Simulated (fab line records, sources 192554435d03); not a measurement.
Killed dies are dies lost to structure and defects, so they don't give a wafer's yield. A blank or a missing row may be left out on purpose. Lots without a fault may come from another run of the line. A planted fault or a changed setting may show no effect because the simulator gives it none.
Chamber matching | flow n5_finfet | N5_HKMG_FIN_ETCH_58 on rie_diel-05: 4 sister chambers
The step etches SOC in N2/H2, target depth 215.8 nm, time 741 s. 16 wafers are shown with their chamber, then 8 later ones without.

WAFERS WITH THEIR CHAMBER
wafer  | chamber | showerhead_plenum_p_Torr (Torr) | throttle_valve_pct (%) | drypump_motor_current_A (A)
L078.2 | 1       | 2.49                            | 17.74                  | 5.7
L078.3 | 3       | 2.73                            | 17.63                  | 5.2
L078.6 | 3       | 2.73                            | 17.63                  | 5.2
L079.1 | 0       | 2.50                            | 17.66                  | 5.8
L079.2 | 3       | 2.73                            | 17.66                  | 5.2
L079.5 | 3       | 2.73                            | 17.65                  | 5.2
L080.1 | 2       | 2.65                            | 18.21                  | 6.6
L080.4 | 3       | 2.72                            | 17.64                  | 5.2
L080.5 | 1       | 2.49                            | 17.75                  | 5.6
L081.3 | 2       | 2.64                            | 18.22                  | 6.6
L081.4 | 0       | 2.50                            | 17.68                  | 5.8
L081.6 | 1       | 2.49                            | 17.77                  | 5.6
L083.1 | 2       | 2.64                            | 18.22                  | 6.6
L083.3 | 0       | 2.50                            | 17.67                  | 5.8
L083.5 | 1       | 2.49                            | 17.76                  | 5.7
L090.1 | 2       | 2.64                            | 18.24                  | 6.5

SIGNATURES (means of the wafers above)
reading                  | chamber 0 | chamber 1 | chamber 2 | chamber 3 | scatter within a chamber
showerhead_plenum_p_Torr | 2.5000    | 2.4900    | 2.6425    | 2.7280    | 0.00359
throttle_valve_pct       | 17.6700   | 17.7550   | 18.2225   | 17.6420   | 0.0124
drypump_motor_current_A  | 5.800     | 5.650     | 6.575     | 5.200     | 0.0382
Rule: a wafer's distance from a chamber is the root of the sum, over the readings, of the square of ((its reading less the chamber's mean) divided by the reading's scatter). The wafer belongs to the nearest chamber; if the next one is less than 2 further off, it can't be placed. The scatter: the root of (the sum of the squares of (reading less its chamber's mean) over the shown wafers, divided by (wafers less chambers)).

WAFERS WITHOUT THEIR CHAMBER
wafer  | showerhead_plenum_p_Torr (Torr) | throttle_valve_pct (%) | drypump_motor_current_A (A)
L090.3 | 2.48                            | 17.79                  | 5.7
L090.5 | 2.72                            | 17.69                  | 5.2
L093.2 | 2.49                            | 17.72                  | 5.8
L093.4 | 2.63                            | 18.24                  | 6.5
L093.6 | 2.49                            | 17.70                  | 5.8
L095.1 | 2.71                            | 17.68                  | 5.2
L095.3 | 2.48                            | 17.82                  | 5.6
L095.6 | 2.49                            | 17.71                  | 5.8

WHICH CHAMBER EACH WENT THROUGH
wafer  | from the rows above     | in truth
L090.3 | 1                       | 1
L090.5 | 3                       | 3
L093.2 | can't be placed: 1 or 0 | 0
L093.4 | 2                       | 2
L093.6 | 0                       | 0
L095.1 | 3                       | 3
L095.3 | 1                       | 1
L095.6 | can't be placed: 0 or 1 | 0
Placed correctly: 6 of 8. Can't be placed from these rows: 2 (the true chamber is among the candidates in 2). Placed wrongly: 0.
